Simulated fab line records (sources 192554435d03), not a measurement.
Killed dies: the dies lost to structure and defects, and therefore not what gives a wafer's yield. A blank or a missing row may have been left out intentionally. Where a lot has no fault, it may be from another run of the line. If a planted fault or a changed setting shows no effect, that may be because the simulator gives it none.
fab line records -- flow n5-finfet
record: lots: 7, wafers: 21
route steps=1938 shown BEOL_M9@1428 BEOL_M10@1509 BEOL_M11@1578 BEOL_M12@1602
start-h: hours from the record's first day to the start of the lot's first wafer shown -- wait-h: hours elapsed since this lot's preceding step -- " as in the row above -- L1.1+2: one row covering several wafers at once -- - no value, or no start given -- * or withheld: withheld -- < > ~ a bound
route shown NAME@n: a module of which the file shows steps, and the number in the route of the first -- usual: mean/standard deviation taken from wafers without a fault -- same: alike in all rows -- chamber/n: place in a boat -- sites: the reading at each site -- _std_site: how widely they spread, as a standard deviation -- _edge_site: inner sites' mean taken away from outer sites' mean -- radius-mm: how far each site lies from the wafer's centre -- mask NAME#n: copy n -- behind: tool/chamber where the wafer was last shaped -- hold: the reason the lot was held/the length of the hold in hours/how it ended -- device: the n, p or np transistor that did not switch -- end of line: the tests these same wafers got at the end of their route -- a step given without rows: its recipe and nothing more -- killed: at the first sort, the dies lost to defects and structure; wafer yield is something else -- map: a wafer's dies, marking killed ones x, the rest . and places with no die _
set.NAME: setting as actually run; set.NAME@STEP: the setting as run at that earlier step -- model.NAME: the simulator's own value behind a step, which no gauge read
one table per step and one row per wafer, for lots whose settings were changed on purpose
== steps ==
step: N5_BEOL_M9_COAT_22
recipe: resist: CAR-EUV, spin-rpm: 1500, resist-thk-nm: 30
lot.wafer,tool,chamber,start-h,wait-h,set.spin-rpm,model.CAR-EUV_of_BEOL_M9_COAT_22.thk-nm
L074.1+2+4,litho-track-03,0,-,-,1500,30
L076.4,litho-track-03,0,-,-,1427,30.6
L076.5+6,litho-track-03,0,-,-,1500,30
L078.2+6,litho-track-03,0,-,-,1357,31.4
L078.4,litho-track-03,0,-,-,1500,29.8
L084.2+6,litho-track-04,0,-,-,1500,30
L084.5,litho-track-04,0,-,-,1500,30.2
L087.1+5+6,litho-track-03,0,-,-,1500,30
L090.1,litho-track-04,0,-,-,1500,30
L090.3+6,litho-track-04,0,-,-,1430,30.8
L095.2,litho-track-02,0,-,-,1500,29.8
L095.4,litho-track-02,0,-,-,1640,28.6
L095.6,litho-track-02,0,-,-,1640,28.4
step: N5_BEOL_M9_EBR_24
recipe: solvent: PGMEA, ebr-width-mm: 1.5
step: N5_BEOL_M9_SOFTBAKE_23
recipe: temp-c: 110, time-s: 60, resist: CAR-EUV
step: N5_BEOL_M9_DESCUM_33
recipe: chemistry: O2, time-s: 7, source-power-w: 50, bias-power-w: 20, pressure-mtorr: 20, rf-frequency-hz: 2.712e+07, temp-c: 40, resist: CAR-EUV, o2-flow-sccm: 225
lot.wafer,tool,chamber,start-h,wait-h,set.spin-rpm@BEOL_M9_COAT_22,model.CAR-EUV_of_BEOL_M9_COAT_22.thk-nm
L074.1+2+4,rie-diel-05,"0,3,2",210.11,0.0,1500,26
L076.4,rie-diel-04,2,228.65,0.0,1427,26.8
L076.5+6,rie-diel-04,"1,0",228.65,0.0,1500,26
L078.2+6,rie-diel-03,"3,1",237.98,0.4,1357,27.4
L078.4,rie-diel-03,1,237.98,0.4,1500,25.8
L084.2,rie-diel-05,0,258.39,0.0,1500,26
L084.5+6,rie-diel-05,"1,2",258.39,0.0,1500,26.2
L087.1+5+6,rie-diel-05,"1,3,0",301.42,1.5,1500,26
L090.1,rie-diel-05,2,306.31,0.0,1500,26
L090.3,rie-diel-05,0,306.31,0.0,1430,27
L090.6,rie-diel-05,2,306.31,0.0,1430,26.8
L095.2,rie-diel-03,1,325.44,0.5,1500,26
L095.4+6,rie-diel-03,"3,0",325.44,0.5,1640,24.6
step: N5_BEOL_M10_VIA_ETCH_34
recipe: chemistry: C4F6/O2, target: SiCOH_lowk, target-depth-a: 1845, mask-material: SOC, taper-deg: 4, time-s: 69.2, ion-energy-ev: 250, pressure-mtorr: 30, source-w: 345, bias-w: 185, Ar_flow_sccm: 300, C4F6_flow_sccm: 10, O2_flow_sccm: 10
lot.wafer,tool,chamber,start-h,wait-h,set.time-s,model.etch.depth-nm,model.SOC_of_BEOL_M10_COAT_63.thk-nm
L074.1,rie-diel-06,0,218.70,0.0,69.2,186.1,91.4
L074.2,rie-diel-06,2,218.70,0.0,69.2,185.4,91.8
L074.4,rie-diel-06,1,218.70,0.0,74.5,197.5,91
L076.4,rie-diel-01,0,237.65,0.0,69.2,182.1,92
L076.5,rie-diel-01,3,237.65,0.0,58.1,156.1,93.2
L076.6,rie-diel-01,1,237.65,0.0,58.1,155.2,93.2
L078.2,rie-diel-06,1,246.24,0.0,69.2,184.5,92
L078.4,rie-diel-06,3,246.24,0.0,78.22,209.8,91.2
L078.6,rie-diel-06,3,246.24,0.0,78.22,209.1,91.2
L084.2,rie-diel-01,0,265.53,0.0,69.2,180.3,92.6
L084.5,rie-diel-01,0,265.53,0.0,69.2,179,92.6
L084.6,rie-diel-01,3,265.53,0.0,69.2,182.2,92.4
L087.1,rie-diel-06,2,309.28,0.0,69.2,182.8,92
L087.5,rie-diel-06,3,309.28,0.0,58.79,156.6,93.2
L087.6,rie-diel-06,2,309.28,0.0,69.2,183,92.2
L090.1,rie-diel-06,3,314.63,0.0,64.09,172.3,92.8
L090.3,rie-diel-06,2,314.63,0.0,69.2,184,92.4
L090.6,rie-diel-06,1,314.63,0.0,64.09,170.4,93.2
L095.2,rie-diel-01,1,332.88,0.0,69.2,183.7,92.2
L095.4,rie-diel-01,0,332.88,0.0,83.26,214.5,90.8
L095.6,rie-diel-01,2,332.88,0.0,69.2,187.2,92.2
step: N5_BEOL_M10_TRENCH_ETCH_37
recipe: chemistry: C4F6/O2, target-depth-a: 1488.3, target: SiCOH_lowk, time-s: 48, ion-energy-ev: 250, pressure-mtorr: 30, source-w: 345, bias-w: 185, Ar_flow_sccm: 300, C4F6_flow_sccm: 10, O2_flow_sccm: 10
usual: rf-vpp-V: 663/5.9
lot.wafer,tool,chamber,start-h,wait-h,set.source-w,rf-vpp-V,model.etch.depth-nm,model.BEOL_M10.feature-depth-nm
L074.1,rie-diel-06,0,-,-,328.7,681,147.4,147.4
L074.2,rie-diel-06,2,-,-,328.7,680,145.7,145.8
L074.4,rie-diel-06,1,-,-,328.7,673,143.9,143.8
L076.4,rie-diel-01,0,-,-,345,658,145.6,145.6
L076.5,rie-diel-01,3,-,-,287.9,735,138,138
L076.6,rie-diel-01,1,-,-,345,673,147.5,147.6
L078.2,rie-diel-06,1,-,-,345,656,148.9,148.8
L078.4,rie-diel-06,3,-,-,407,610,159.9,160
L078.6,rie-diel-06,3,-,-,407,610,158.8,158.8
L084.2,rie-diel-01,0,-,-,345,657,144.2,144.2
L084.5,rie-diel-01,0,-,-,345,655,145,145
L084.6,rie-diel-01,3,-,-,345,670,148.4,148.4
L087.1,rie-diel-06,2,-,-,292.5,720,140.2,140.2
L087.5,rie-diel-06,3,-,-,345,664,149.8,149.8
L087.6,rie-diel-06,2,-,-,292.5,720,139.5,139.6
L090.1,rie-diel-06,3,-,-,345,663,146.5,146.4
L090.3,rie-diel-06,2,-,-,345,662,147.9,147.8
L090.6,rie-diel-06,1,-,-,345,658,147.1,147.2
L095.2,rie-diel-01,1,-,-,345,671,147.5,147.6
L095.4,rie-diel-01,0,-,-,283.9,723,133.8,133.8
L095.6,rie-diel-01,2,-,-,345,655,151.7,151.8
step: N5_BEOL_M10_ETCH_41
recipe: chemistry: CH3F/O2, target: SiCN, target-depth-a: 426, taper-deg: 2, time-s: 86, ion-energy-ev: 120, mask-material: TiN, pressure-mtorr: 30, source-w: 395, bias-w: 75, Ar_flow_sccm: 150, CH3F_flow_sccm: 30, O2_flow_sccm: 20
step: N5_BEOL_M10_STRIP_77
recipe: chemistry: N2/H2, time-s: 10, power-w: 450, temp-c: 40, pressure-mtorr: 20, rf-frequency-hz: 6e+07, bias-power-w: 7, n2-flow-sccm: 200, h2-flow-sccm: 200
step: N5_BEOL_M10_OCD_MEAS_38
usual: trench-depth-nm: 148.8/2.2
lot.wafer,tool,chamber,start-h,wait-h,set.source-w@BEOL_M10_TRENCH_ETCH_37,trench-depth-nm
L074.1,ocd-02,-,218.98,-,328.7,147.6
L074.2,ocd-02,-,218.98,-,328.7,145.4
L074.4,ocd-02,-,218.98,-,328.7,143.7
L076.4,ocd-01,-,237.91,-,345,145.6
L076.5,ocd-01,-,237.91,-,287.9,138.3
L076.6,ocd-01,-,237.91,-,345,147.5
L078.2,ocd-02,-,246.52,-,345,148.8
L078.4,ocd-02,-,246.52,-,407,159.3
L078.6,ocd-02,-,246.52,-,407,159.2
L084.2,ocd-02,-,265.82,-,345,143.8
L084.5,ocd-02,-,265.82,-,345,144.7
L084.6,ocd-02,-,265.82,-,345,147.8
L087.1,ocd-01,-,309.56,-,292.5,139.5
L087.5,ocd-01,-,309.56,-,345,150.0
L087.6,ocd-01,-,309.56,-,292.5,139.7
L090.1,ocd-02,-,314.91,-,345,146.5
L090.3,ocd-02,-,314.91,-,345,147.9
L090.6,ocd-02,-,314.91,-,345,147.6
L095.2,ocd-02,-,333.17,-,345,147.7
L095.4,ocd-02,-,333.17,-,283.9,134.2
L095.6,ocd-02,-,333.17,-,345,151.6
step: N5_BEOL_M10_HM_STRIP_39
recipe: chemistry: peroxide-tin-strip, material: TiN, target-depth-a: 250, temp-c: 50, time-s: 158
step: N5_BEOL_M10_SRD_40
recipe: time-s: 30, temp-c: 23, rinse-liquid: diw, dry: ipa-marangoni
step: N5_BEOL_M10_ECD_50
recipe: material: Cu, target-thk-a: 3180
step: N5_BEOL_M10_ANNEAL_51
recipe: temp-c: 225, time-s: 90, ambient: N2
step: N5_BEOL_M10_CMP_52
recipe: stop-on: SiCOH_lowk, t-overpolish-s: 7, down-force-psi: 1, platen-rpm: 50, clearing-platen-down-force-psi: 1.5, clearing-platen-rpm: 50, post-cmp-clean: cu-alkaline, target-thk-nm: 140, clearing-platen-pad-velocity-m-s: 0.99484, pad-velocity-m-s: 0.99484
lot.wafer,tool,chamber,start-h,wait-h,set.source-w@BEOL_M10_TRENCH_ETCH_37,model.Cu_of_BEOL_M10_ECD_50.thk-nm
L074.2,cmp-01,2,222.78,0.2,328.7,137.6
L074.1,cmp-01,0,222.78,0.2,328.7,138.8
L074.4,cmp-01,1,222.78,0.2,328.7,136
L076.4,cmp-03,3,239.90,0.2,345,138.6
L076.5,cmp-03,1,239.90,0.2,287.9,130.2
L076.6,cmp-03,2,239.90,0.2,345,139.8
L078.4,cmp-04,3,248.71,0.1,407,152.8
L078.2,cmp-04,1,248.71,0.1,345,141
L078.6,cmp-04,3,248.71,0.1,407,150.8
L084.2,cmp-03,3,268.15,0.3,345,135.8
L084.5,cmp-03,0,268.15,0.3,345,136.8
L084.6,cmp-03,1,268.15,0.3,345,138.4
L087.1,cmp-01,3,312.74,0.3,292.5,130.8
L087.5,cmp-01,2,312.74,0.3,345,142.4
L087.6,cmp-01,3,312.74,0.3,292.5,130.2
L090.1,cmp-01,2,317.89,0.5,345,139.4
L090.3,cmp-01,3,317.89,0.5,345,139.6
L090.6,cmp-01,2,317.89,0.5,345,138.8
L095.2,cmp-04,0,334.91,0.2,345,137.8
L095.4,cmp-04,2,334.91,0.2,283.9,124
L095.6,cmp-04,0,334.91,0.2,345,143.6
step: N5_BEOL_M10_THK_MEAS_53
recipe: thk-meas-gauge: xrf, reads: Cu_of_BEOL_M10_ECD_50
usual: M10_THK: 139.5/2.4
lot.wafer,tool,chamber,start-h,wait-h,set.source-w@BEOL_M10_TRENCH_ETCH_37,M10_THK[nm]
L074.1,film-metro-02,-,223.08,-,328.7,138.1
L074.2,film-metro-02,-,223.08,-,328.7,137.5
L074.4,film-metro-02,-,223.08,-,328.7,135.7
L076.4,film-metro-01,-,240.12,-,345,137.3
L076.5,film-metro-01,-,240.12,-,287.9,128.5
L076.6,film-metro-01,-,240.12,-,345,139.1
L078.2,film-metro-01,-,249.01,-,345,140.3
L078.4,film-metro-01,-,249.01,-,407,152.3
L078.6,film-metro-01,-,249.01,-,407,150.2
L084.2,film-metro-02,-,268.33,-,345,137.2
L084.5,film-metro-02,-,268.33,-,345,138.7
L084.6,film-metro-02,-,268.33,-,345,139.0
L087.1,film-metro-01,-,312.99,-,292.5,128.8
L087.5,film-metro-01,-,312.99,-,345,142.0
L087.6,film-metro-01,-,312.99,-,292.5,129.1
L090.1,film-metro-01,-,318.18,-,345,139.8
L090.3,film-metro-01,-,318.18,-,345,139.7
L090.6,film-metro-01,-,318.18,-,345,139.7
L095.2,film-metro-01,-,335.20,-,345,138.4
L095.4,film-metro-01,-,335.20,-,283.9,124.3
L095.6,film-metro-01,-,335.20,-,345,143.9
step: N5_BEOL_M10_PRE_CLEAN_55
recipe: gas: NH3, time-s: 15, temp-c: withheld, rf-power-w: 300
step: N5_BEOL_M10_DEP_56
recipe: material: SiCN, target-thk-a: 150, temp-c: withheld, precursor: 3MS/NH3, pressure-torr: 3, rf-w: 202, time-s: 26.5
step: N5_BEOL_M10_RS_MEAS_57
recipe: thk-meas-gauge: four-point-probe, reads: Cu_of_BEOL_M10_ECD_50+Co_of_BEOL_M10_CVD_75+TaN_of_BEOL_M10_ALD_74
usual: M10_RS: 0.1512/0.0028
lot.wafer,tool,chamber,start-h,wait-h,set.source-w@BEOL_M10_TRENCH_ETCH_37,M10_RS[ohm/sq]
L074.1,film-metro-02,-,223.21,0.1,328.7,0.1525
L074.2,film-metro-02,-,223.21,0.1,328.7,0.1538
L074.4,film-metro-02,-,223.21,0.1,328.7,0.1555
L076.4,film-metro-02,-,240.26,0.0,345,0.1524
L076.5,film-metro-02,-,240.26,0.0,287.9,0.1636
L076.6,film-metro-02,-,240.26,0.0,345,0.1510
L078.2,film-metro-01,-,249.15,0.1,345,0.1500
L078.4,film-metro-01,-,249.15,0.1,407,0.1374
L078.6,film-metro-01,-,249.15,0.1,407,0.1395
L084.2,film-metro-02,-,268.47,0.1,345,0.1560
L084.5,film-metro-02,-,268.47,0.1,345,0.1549
L084.6,film-metro-02,-,268.47,0.1,345,0.1530
L087.1,film-metro-02,-,313.13,0.1,292.5,0.1630
L087.5,film-metro-02,-,313.13,0.1,345,0.1481
L087.6,film-metro-02,-,313.13,0.1,292.5,0.1639
L090.1,film-metro-01,-,318.32,0.1,345,0.1520
L090.3,film-metro-01,-,318.32,0.1,345,0.1516
L090.6,film-metro-01,-,318.32,0.1,345,0.1527
L095.2,film-metro-01,-,335.34,0.1,345,0.1538
L095.4,film-metro-01,-,335.34,0.1,283.9,0.1729
L095.6,film-metro-01,-,335.34,0.1,345,0.1471
step: N5_BEOL_M11_TRENCH_ETCH_37
recipe: chemistry: C4F6/O2, target-depth-a: 1488.3, target: SiCOH_lowk, time-s: 48, ion-energy-ev: 250, pressure-mtorr: 30, source-w: 345, bias-w: 185, Ar_flow_sccm: 300, C4F6_flow_sccm: 10, O2_flow_sccm: 10
usual: rf-vpp-V: 661/6.8
lot.wafer,tool,chamber,start-h,wait-h,set.bias-w,rf-vpp-V
L074.1,rie-diel-05,1,-,-,185,662
L074.2,rie-diel-05,0,-,-,185,665
L074.4,rie-diel-05,3,-,-,185,659
L076.4,rie-diel-05,1,-,-,185,661
L076.5,rie-diel-05,0,-,-,156.5,585
L076.6,rie-diel-05,2,-,-,185,669
L078.2,rie-diel-05,0,-,-,185,665
L078.4,rie-diel-05,0,-,-,185,667
L078.6,rie-diel-05,2,-,-,185,669
L084.2,rie-diel-03,0,-,-,185,669
L084.5,rie-diel-03,3,-,-,185,665
L084.6,rie-diel-03,0,-,-,185,667
L087.1,rie-diel-05,3,-,-,185,659
L087.5,rie-diel-05,2,-,-,199.5,708
L087.6,rie-diel-05,3,-,-,185,659
L090.1,rie-diel-03,0,-,-,185,667
L090.3,rie-diel-03,3,-,-,162.7,600
L090.6,rie-diel-03,2,-,-,162.7,602
L095.2,rie-diel-03,2,-,-,215.3,750
L095.4,rie-diel-03,0,-,-,215.3,753
L095.6,rie-diel-03,3,-,-,185,666
step: N5_BEOL_M11_ALD_74
recipe: material: TaN, target-thk-a: 20, temp-c: 275, ald-precursor-family: PDMAT, ald-co-reactant: NH3, pressure-torr: 3, carrier-flow-sccm: 1500, pulse-time-s: 2, purge-time-s: 3, co-reactant-purge-time-s: 2, co-reactant-pulse-time-s: 3, ald-cycles: 40, precursor-vessel-temp-c: 75, precursor-vessel-pressure-torr: 26.25, precursor-vessel-carrier-sccm: 1000
lot.wafer,tool,chamber,start-h,wait-h,set.ald-cycles,model.TaN_of_BEOL_M11_ALD_74.thk-nm
L074.1,ald-metal-03,3,229.65,0.0,40,2
L074.2+4,ald-metal-03,"2,1",229.65,0.0,46,2.4
L076.4+5,ald-metal-03,"0,3",245.59,0.1,40,2
L076.6,ald-metal-03,2,245.59,0.1,38,2
L078.2+4+6,ald-metal-03,"0,1,2",254.39,0.0,40,2
L084.2+5+6,ald-metal-04,"1,2,1",273.65,0.1,40,2
L087.1+5+6,ald-metal-04,"2,2,1",319.19,0.1,40,2
L090.1+6,ald-metal-04,0,325.00,0.3,40,2
L090.3,ald-metal-04,3,325.00,0.3,46,2.2
L095.2,ald-metal-01,3,340.71,0.1,40,2
L095.4+6,ald-metal-01,"1,2",340.71,0.1,43,2.2
step: N5_BEOL_M12_ILD_DEP_00
recipe: material: SiOC, target-thk-a: 6589.2, temp-c: 350, precursor: DEMS/O2, pressure-torr: 5, rf-w: 500, time-s: 130.7
lot.wafer,tool,chamber,start-h,wait-h,set.time-s,model.SiOC_of_BEOL_M12_ILD_DEP_00.thk-nm
L074.1,pecvd-03,0,231.82,0.0,130.7,662.4
L074.2,pecvd-03,2,231.82,0.0,119.3,606.8
L074.4,pecvd-03,1,231.82,0.0,119.3,605.8
L076.4,pecvd-01,1,247.28,0.1,130.7,668.6
L076.5,pecvd-01,2,247.28,0.1,130.7,663
L076.6,pecvd-01,0,247.28,0.1,147.3,747
L078.2,pecvd-01,1,257.12,0.0,130.7,653.8
L078.4,pecvd-01,0,257.12,0.0,130.7,654
L078.6,pecvd-01,2,257.12,0.0,130.7,644.6
L084.2,pecvd-03,2,275.21,0.0,130.7,649.8
L084.5,pecvd-03,0,275.21,0.0,130.7,661.4
L084.6,pecvd-03,1,275.21,0.0,130.7,665.2
L087.1,pecvd-03,1,321.03,0.0,130.7,646
L087.5,pecvd-03,2,321.03,0.0,130.7,659.8
L087.6,pecvd-03,1,321.03,0.0,125,629.4
L090.1+3,pecvd-03,"2,1",326.92,0.0,130.7,644.2
L090.6,pecvd-03,2,326.92,0.0,145.3,729.2
L095.2,pecvd-03,1,343.65,0.0,130.7,646.4
L095.4,pecvd-03,0,343.65,0.0,130.7,665.8
L095.6,pecvd-03,2,343.65,0.0,145.6,729.6
step: N5_BEOL_M12_THK_MEAS_01
recipe: reads: SiOC_of_BEOL_M12_ILD_DEP_00
usual: M12_ILD_THK: 657/8.9
lot.wafer,tool,chamber,start-h,wait-h,set.time-s@BEOL_M12_ILD_DEP_00,M12_ILD_THK[nm]
L074.1,film-metro-02,-,231.95,0.1,130.7,663
L074.2,film-metro-02,-,231.95,0.1,119.3,607
L074.4,film-metro-02,-,231.95,0.1,119.3,606
L076.4,film-metro-01,-,247.37,0.0,130.7,668
L076.5,film-metro-01,-,247.37,0.0,130.7,663
L076.6,film-metro-01,-,247.37,0.0,147.3,746
L078.2,film-metro-01,-,257.25,0.1,130.7,654
L078.4,film-metro-01,-,257.25,0.1,130.7,654
L078.6,film-metro-01,-,257.25,0.1,130.7,645
L084.2,film-metro-02,-,275.34,0.1,130.7,650
L084.5,film-metro-02,-,275.34,0.1,130.7,661
L084.6,film-metro-02,-,275.34,0.1,130.7,666
L087.1,film-metro-02,-,321.16,0.1,130.7,646
L087.5,film-metro-02,-,321.16,0.1,130.7,660
L087.6,film-metro-02,-,321.16,0.1,125,629
L090.1,film-metro-02,-,327.06,0.1,130.7,644
L090.3,film-metro-02,-,327.06,0.1,130.7,644
L090.6,film-metro-02,-,327.06,0.1,145.3,729
L095.2,film-metro-02,-,343.78,0.1,130.7,647
L095.4,film-metro-02,-,343.78,0.1,130.7,666
L095.6,film-metro-02,-,343.78,0.1,145.6,730
step: N5_BEOL_M12_COAT_04
recipe: spin-rpm: 1625, resist-thk-nm: 400
lot.wafer,tool,chamber,start-h,wait-h,set.spin-rpm,model.coat_of_BEOL_M12_COAT_04.thk-nm
L074.1,litho-track-03,0,-,-,1625,396.6
L074.2,litho-track-03,0,-,-,1625,397.4
L074.4,litho-track-03,0,-,-,1730,385.6
L076.4,litho-track-03,0,-,-,1522,413.4
L076.5,litho-track-03,0,-,-,1625,399.2
L076.6,litho-track-03,0,-,-,1522,412.8
L078.2,litho-track-02,0,-,-,1625,399.6
L078.4,litho-track-02,0,-,-,1715,389
L078.6,litho-track-02,0,-,-,1625,400.2
L084.2,litho-track-02,0,-,-,1625,400.4
L084.5,litho-track-02,0,-,-,1625,400.2
L084.6,litho-track-02,0,-,-,1625,399
L087.1,litho-track-03,0,-,-,1625,399.6
L087.5,litho-track-03,0,-,-,1480,418
L087.6,litho-track-03,0,-,-,1480,419.2
L090.1,litho-track-01,0,-,-,1802,380.8
L090.3,litho-track-01,0,-,-,1625,401.2
L090.6,litho-track-01,0,-,-,1625,399.4
L095.2,litho-track-01,0,-,-,1625,401.2
L095.4,litho-track-01,0,-,-,1625,401.6
L095.6,litho-track-01,0,-,-,1736,388.2
step: N5_BEOL_M12_EBR_06
recipe: solvent: PGMEA, ebr-width-mm: 1.5
step: N5_BEOL_M12_SOFTBAKE_05
recipe: temp-c: 130, time-s: 60
step: N5_BEOL_M12_DESCUM_15
recipe: chemistry: O2, time-s: 7.9, source-power-w: 50, bias-power-w: 20, pressure-mtorr: 20, rf-frequency-hz: 2.712e+07, temp-c: 40, o2-flow-sccm: 225
step: N5_BEOL_M12_ETCH_59
recipe: chemistry: N2/H2, target: BARC, target-depth-a: 890, overetch-a: 267, time-s: 67.9, ion-energy-ev: 200, pressure-mtorr: 30, source-w: 840, bias-w: 150, n2-flow-sccm: 200, h2-flow-sccm: 200
step: N5_BEOL_M12_VIA_ETCH_16
recipe: chemistry: C4F8/O2/Ar, target: SiOC, pressure-mtorr: 30, source-w: 3000, bias-w: 700, Ar_flow_sccm: 400, C4F8_flow_sccm: 15, O2_flow_sccm: 8, he-inner-torr: 15, he-outer-torr: 30, target-depth-a: 7248, time-s: withheld, ion-energy-ev: 250, ends: cleared
lot.wafer,tool,chamber,start-h,wait-h,set.time-s@BEOL_M12_ILD_DEP_00,set.spin-rpm@BEOL_M12_COAT_04,model.etch.depth-nm,model.coat_of_BEOL_M12_COAT_04.thk-nm
L074.1,rie-diel-01,0,232.43,0.0,*,1625,662.4,120
L074.2,rie-diel-01,3,232.43,0.0,*,1625,606.8,135.4
L074.4,rie-diel-01,3,232.43,0.0,*,1730,605.9,123.8
L076.4,rie-diel-01,3,248.08,0.1,*,1522,668.5,134.4
L076.5,rie-diel-01,0,248.08,0.1,*,1625,663,123
L076.6,rie-diel-01,1,248.08,0.1,*,1522,746.9,110.8
L078.2,rie-diel-06,1,258.03,0.0,*,1625,653.9,123.8
L078.4,rie-diel-06,2,258.03,0.0,*,1715,653.9,113
L078.6,rie-diel-06,3,258.03,0.0,*,1625,644.7,127.8
L084.2,rie-diel-02,3,275.96,0.0,*,1625,649.8,127.2
L084.5,rie-diel-02,3,275.96,0.0,*,1625,661.5,123.4
L084.6,rie-diel-02,0,275.96,0.0,*,1625,665.2,119
L087.1,rie-diel-06,0,322.06,0.0,*,1625,645.9,125.8
L087.5,rie-diel-06,3,322.06,0.0,*,1480,659.8,140.6
L087.6,rie-diel-06,2,322.06,0.0,*,1480,629.3,150.8
L090.1,rie-diel-01,3,327.53,0.0,*,1802,644.2,108.4
L090.3,rie-diel-01,1,327.53,0.0,*,1625,644.3,129.2
L090.6,rie-diel-01,3,327.53,0.0,*,1625,729.2,101.2
L095.2,rie-diel-06,0,344.43,0.0,*,1625,646.3,127.2
L095.4,rie-diel-06,2,344.43,0.0,*,1625,665.8,122.6
L095.6,rie-diel-06,2,344.43,0.0,*,1736,729.6,90.6
step: N5_BEOL_M12_STRIP_63
recipe: chemistry: N2/H2, power-w: 1000, temp-c: 250, h2-frac: 0.65, overash-fraction: 0.3, pressure-mtorr: 1000, n2-flow-sccm: 1750, h2-flow-sccm: 3250
usual: strip-time-to-endpoint-s: 42.6/0.85
lot.wafer,tool,chamber,start-h,wait-h,set.time-s@BEOL_M12_ILD_DEP_00,set.spin-rpm@BEOL_M12_COAT_04,strip-time-to-endpoint-s
L074.1,plasma-asher-02,0,232.63,-,130.7,1625,41.7
L074.2,plasma-asher-02,1,232.63,-,119.3,1625,45.8
L074.4,plasma-asher-02,1,232.63,-,119.3,1730,42.7
L076.4,plasma-asher-02,1,248.21,-,130.7,1522,45.5
L076.5,plasma-asher-02,0,248.21,-,130.7,1625,42.5
L076.6,plasma-asher-02,1,248.21,-,147.3,1522,39.2
L078.2,plasma-asher-02,0,258.23,-,130.7,1625,42.7
L078.4,plasma-asher-02,1,258.23,-,130.7,1715,39.8
L078.6,plasma-asher-02,0,258.23,-,130.7,1625,43.8
L084.2,plasma-asher-02,0,276.16,-,130.7,1625,43.6
L084.5,plasma-asher-02,1,276.16,-,130.7,1625,42.6
L084.6,plasma-asher-02,0,276.16,-,130.7,1625,41.4
L087.1,plasma-asher-02,0,322.26,-,130.7,1625,43.3
L087.5,plasma-asher-02,0,322.26,-,130.7,1480,47.2
L087.6,plasma-asher-02,1,322.26,-,125,1480,49.9
L090.1,plasma-asher-01,0,327.73,-,130.7,1802,38.5
L090.3,plasma-asher-01,1,327.73,-,130.7,1625,44.1
L090.6,plasma-asher-01,1,327.73,-,145.3,1625,36.6
L095.2,plasma-asher-02,0,344.63,-,130.7,1625,43.6
L095.4,plasma-asher-02,1,344.63,-,130.7,1625,42.4
L095.6,plasma-asher-02,1,344.63,-,145.6,1736,33.6
== key ==
split: step: N5_BEOL_M9_COAT_22, setting: spin-rpm, stated: 1500, by: wafer
response: step: N5_BEOL_M9_COAT_22, reading: model.CAR-EUV_of_BEOL_M9_COAT_22.thk-nm, change: -0.152, per: 1%, r: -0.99
response: step: N5_BEOL_M9_DESCUM_33, reading: model.CAR-EUV_of_BEOL_M9_COAT_22.thk-nm, change: -0.163, per: 1%, r: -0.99
split: step: N5_BEOL_M10_VIA_ETCH_34, setting: time-s, stated: 69.2, by: wafer
response: step: N5_BEOL_M10_VIA_ETCH_34, reading: model.etch.depth-nm, change: +1.63, per: 1%, r: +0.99
response: step: N5_BEOL_M10_VIA_ETCH_34, reading: model.SOC_of_BEOL_M10_COAT_63.thk-nm, change: -0.071, per: 1%, r: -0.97
split: step: N5_BEOL_M10_TRENCH_ETCH_37, setting: source-w, stated: 345, by: wafer
response: step: N5_BEOL_M10_TRENCH_ETCH_37, reading: rf-vpp-V, change: -3.42, per: 1%, r: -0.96
response: step: N5_BEOL_M10_TRENCH_ETCH_37, reading: model.etch.depth-nm, change: +0.666, per: 1%, r: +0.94
response: step: N5_BEOL_M10_TRENCH_ETCH_37, reading: model.BEOL_M10.feature-depth-nm, change: +0.67, per: 1%, r: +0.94
response: step: N5_BEOL_M10_OCD_MEAS_38, reading: trench-depth-nm, change: +0.661, per: 1%, r: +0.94
response: step: N5_BEOL_M10_CMP_52, reading: model.Cu_of_BEOL_M10_ECD_50.thk-nm, change: +0.718, per: 1%, r: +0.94
response: step: N5_BEOL_M10_THK_MEAS_53, reading: M10_THK, change: +0.748, per: 1%, r: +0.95
response: step: N5_BEOL_M10_RS_MEAS_57, reading: M10_RS, change: -0.000908, per: 1%, r: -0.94
split: step: N5_BEOL_M11_TRENCH_ETCH_37, setting: bias-w, stated: 185, by: wafer
response: step: N5_BEOL_M11_TRENCH_ETCH_37, reading: rf-vpp-V, change: +5.37, per: 1%, r: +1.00
split: step: N5_BEOL_M11_ALD_74, setting: ald-cycles, stated: 40, by: wafer
response: step: N5_BEOL_M11_ALD_74, reading: model.TaN_of_BEOL_M11_ALD_74.thk-nm, change: +0.0198, per: 1%, r: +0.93
split: step: N5_BEOL_M12_ILD_DEP_00, setting: time-s, stated: 130.7, by: wafer
response: step: N5_BEOL_M12_ILD_DEP_00, reading: model.SiOC_of_BEOL_M12_ILD_DEP_00.thk-nm, change: +6.67, per: 1%, r: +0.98
response: step: N5_BEOL_M12_THK_MEAS_01, reading: M12_ILD_THK, change: +6.66, per: 1%, r: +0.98
response: step: N5_BEOL_M12_VIA_ETCH_16, reading: model.etch.depth-nm, change: +6.67, per: 1%, r: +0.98
response: step: N5_BEOL_M12_VIA_ETCH_16, reading: model.coat_of_BEOL_M12_COAT_04.thk-nm, slope: -2.02, per: 1%, together-with: spin-rpm@BEOL_M12_COAT_04, explained: 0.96
response: step: N5_BEOL_M12_STRIP_63, reading: strip-time-to-endpoint-s, slope: *, per: 1%, together-with: spin-rpm@BEOL_M12_COAT_04, explained: 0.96
split: step: N5_BEOL_M12_COAT_04, setting: spin-rpm, stated: 1625, by: wafer
response: step: N5_BEOL_M12_COAT_04, reading: model.coat_of_BEOL_M12_COAT_04.thk-nm, change: -1.94, per: 1%, r: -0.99
response: step: N5_BEOL_M12_VIA_ETCH_16, reading: model.coat_of_BEOL_M12_COAT_04.thk-nm, slope: -1.8, per: 1%, together-with: time-s@BEOL_M12_ILD_DEP_00, explained: 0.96
response: step: N5_BEOL_M12_STRIP_63, reading: strip-time-to-endpoint-s, slope: *, per: 1%, together-with: time-s@BEOL_M12_ILD_DEP_00, explained: 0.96
